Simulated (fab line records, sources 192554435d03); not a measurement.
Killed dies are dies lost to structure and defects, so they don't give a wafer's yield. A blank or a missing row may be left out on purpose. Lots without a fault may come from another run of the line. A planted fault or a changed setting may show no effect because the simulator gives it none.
Chamber matching | flow n5_finfet | N5_BEOL_M1_PECVD_72 on pecvd-02: 3 sister chambers
The step deposits SiO2 from TEOS/O2, target thk 16 nm, time 18 s. 18 wafers are shown with their chamber, then 9 later ones without.

WAFERS WITH THEIR CHAMBER
wafer  | chamber | showerhead_plenum_p_Torr (Torr) | throttle_valve_pct (%) | heater_power_outer_w (W)
L074.2 | 2       | 8.68                            | 21.4                   | 348
L074.4 | 0       | 8.75                            | 22.0                   | 488
L074.6 | 2       | 8.66                            | 21.2                   | 350
L075.1 | 2       | 8.67                            | 21.0                   | 334
L075.4 | 0       | 8.76                            | 22.1                   | 470
L075.6 | 2       | 8.67                            | 21.2                   | 333
L076.3 | 2       | 8.68                            | 21.1                   | 373
L076.5 | 0       | 8.76                            | 22.0                   | 463
L076.6 | 2       | 8.67                            | 21.4                   | 375
L079.1 | 2       | 8.68                            | 21.3                   | 398
L079.3 | 0       | 8.76                            | 22.0                   | 467
L079.4 | 0       | 8.75                            | 22.1                   | 473
L083.4 | 0       | 8.79                            | 22.0                   | 481
L083.5 | 2       | 8.68                            | 21.2                   | 360
L083.6 | 1       | 8.91                            | 22.4                   | 424
L087.1 | 0       | 8.77                            | 22.2                   | 395
L087.3 | 1       | 8.92                            | 22.7                   | 462
L087.6 | 1       | 8.90                            | 22.8                   | 451

SIGNATURES (means of the wafers above)
reading                  | chamber 0 | chamber 1 | chamber 2 | scatter within a chamber
showerhead_plenum_p_Torr | 8.7629    | 8.9100    | 8.6738    | 0.0107
throttle_valve_pct       | 22.057    | 22.633    | 21.225    | 0.131
heater_power_outer_w     | 462.43    | 445.67    | 358.88    | 25.8
Rule: a wafer's distance from a chamber is the root of the sum, over the readings, of the square of ((its reading less the chamber's mean) divided by the reading's scatter). The wafer belongs to the nearest chamber; if the next one is less than 2 further off, it can't be placed. The scatter: the root of (the sum of the squares of (reading less its chamber's mean) over the shown wafers, divided by (wafers less chambers)).

WAFERS WITHOUT THEIR CHAMBER
wafer  | showerhead_plenum_p_Torr (Torr) | throttle_valve_pct (%) | heater_power_outer_w (W)
L088.2 | 8.76                            | 22.1                   | 421
L088.4 | 8.65                            | 21.3                   | 365
L088.5 | 8.92                            | 22.7                   | 392
L090.1 | 8.94                            | 22.6                   | 442
L090.3 | 8.90                            | 22.8                   | 455
L090.5 | 8.75                            | 22.2                   | 437
L096.1 | 8.92                            | 22.7                   | 396
L096.2 | 8.78                            | 22.1                   | 436
L096.5 | 8.70                            | 21.7                   | 404

WHICH CHAMBER EACH WENT THROUGH
wafer  | from the rows above | in truth
L088.2 | 0                   | 0
L088.4 | 2                   | 2
L088.5 | 1                   | 1
L090.1 | 1                   | 1
L090.3 | 1                   | 1
L090.5 | 0                   | 0
L096.1 | 1                   | 1
L096.2 | 0                   | 0
L096.5 | 2                   | 2
Placed correctly: 9 of 9. Can't be placed from these rows: 0. Placed wrongly: 0.
